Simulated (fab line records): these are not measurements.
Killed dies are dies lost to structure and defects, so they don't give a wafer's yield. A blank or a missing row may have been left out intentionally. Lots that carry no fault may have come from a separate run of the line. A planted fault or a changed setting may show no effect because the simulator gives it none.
Matching of chambers + flow n5-finfet + 3 sister chambers for N5_BEOL_M0_SAQP_PECVD_03 on pecvd-01
The step deposits SiCN from 3MS/NH3, target thk 12 nm, time 21.1 s. 3 wafers are shown with their chamber, then 10 later ones without.

== EACH WAFER AND ITS CHAMBER ==
| wafer  | chamber | throttle-valve-pct (%) |
|--------|---------|------------------------|
| L085.1 | 2       | 9.3                    |
| L089.4 | 1       | 10.7                   |
| L090.5 | 0       | 9.0                    |

== WAFERS WITHOUT THEIR CHAMBER ==
| wafer  | throttle-valve-pct (%) |
|--------|------------------------|
| L090.6 | 10.3                   |
| L091.2 | 9.0                    |
| L091.3 | 9.1                    |
| L091.5 | 10.5                   |
| L093.1 | 9.0                    |
| L093.5 | 10.5                   |
| L093.6 | 8.9                    |
| L096.2 | 8.9                    |
| L096.4 | 10.8                   |
| L096.6 | 9.0                    |

== THE CHAMBER EACH PASSED THROUGH ==
| wafer  | from the rows above     | in truth |
|--------|-------------------------|----------|
| L090.6 | 1                       | 1        |
| L091.2 | can't be placed: 0 or 2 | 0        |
| L091.3 | can't be placed: 0 or 2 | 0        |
| L091.5 | 1                       | 1        |
| L093.1 | can't be placed: 0 or 2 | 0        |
| L093.5 | 1                       | 1        |
| L093.6 | can't be placed: 0 or 2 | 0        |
| L096.2 | can't be placed: 0 or 2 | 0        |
| L096.4 | 1                       | 1        |
| L096.6 | can't be placed: 0 or 2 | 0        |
Placed correctly: 4 of 10. Cannot be placed on the basis of these rows: 6; the candidates contain the true chamber in 6. Placed wrongly: 0.
How it was worked out, from the rows above alone: a wafer's distance from a chamber is the root of the sum, over the readings, of the square of ((its reading less the chamber's mean) divided by the reading's scatter). If the next closest chamber is less than 2 further off than the closest, the wafer can't be placed; otherwise it belongs to the closest. Each chamber's mean is taken over the wafers shown for it. The scatter (one wafer shown for each chamber): square how far every hidden wafer sits from the nearest shown wafer, average those squares and take the square root.
